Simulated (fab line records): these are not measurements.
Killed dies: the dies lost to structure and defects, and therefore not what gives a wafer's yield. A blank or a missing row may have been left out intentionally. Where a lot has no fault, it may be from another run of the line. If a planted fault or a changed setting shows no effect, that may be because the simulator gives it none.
Matching of chambers + flow n5_finfet + pecvd-02 running N5_BEOL_M15_DEP_53: 3 sister chambers
The step deposits SiCN from 3MS/NH3, target thk 50 nm, time 17.8 s. 3 wafers are shown with their chamber, then 7 later ones without.

## EACH WAFER AND ITS CHAMBER
| wafer  | chamber | showerhead_plenum_p_Torr (Torr) |
|--------|---------|---------------------------------|
| L085.6 | 2       | 4.181                           |
| L091.1 | 1       | 4.186                           |
| L091.2 | 0       | 4.168                           |

## WAFERS WITHOUT THEIR CHAMBER
| wafer  | showerhead_plenum_p_Torr (Torr) |
|--------|---------------------------------|
| L091.4 | 4.160                           |
| L093.1 | 4.193                           |
| L093.5 | 4.154                           |
| L093.6 | 4.193                           |
| L097.2 | 4.167                           |
| L097.4 | 4.178                           |
| L097.5 | 4.183                           |

## THE CHAMBER EACH PASSED THROUGH
| wafer  | from the rows above          | in truth |
|--------|------------------------------|----------|
| L091.4 | can't be placed: 0 or 2      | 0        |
| L093.1 | can't be placed: 1 or 2      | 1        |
| L093.5 | can't be placed: 0 or 2      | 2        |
| L093.6 | can't be placed: 1 or 2      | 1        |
| L097.2 | can't be placed: 0 or 2      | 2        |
| L097.4 | can't be placed: 2 or 1 or 0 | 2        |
| L097.5 | can't be placed: 2 or 1 or 0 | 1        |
Placed correctly: 0 of 7. Can't be placed from these rows: 7 (the true chamber is among the candidates in 7). Number placed wrongly: 0.
How it was worked out, from the rows above alone: a wafer's distance from a chamber is the root of the sum, over the readings, of the square of ((its reading less the chamber's mean) divided by the reading's scatter). The wafer belongs to the nearest chamber; if the next one is less than 2 further off, it can't be placed. Each chamber's mean is taken over the wafers shown for it. The scatter (one wafer shown for each chamber): square how far every hidden wafer sits from the nearest shown wafer, average those squares and take the square root.
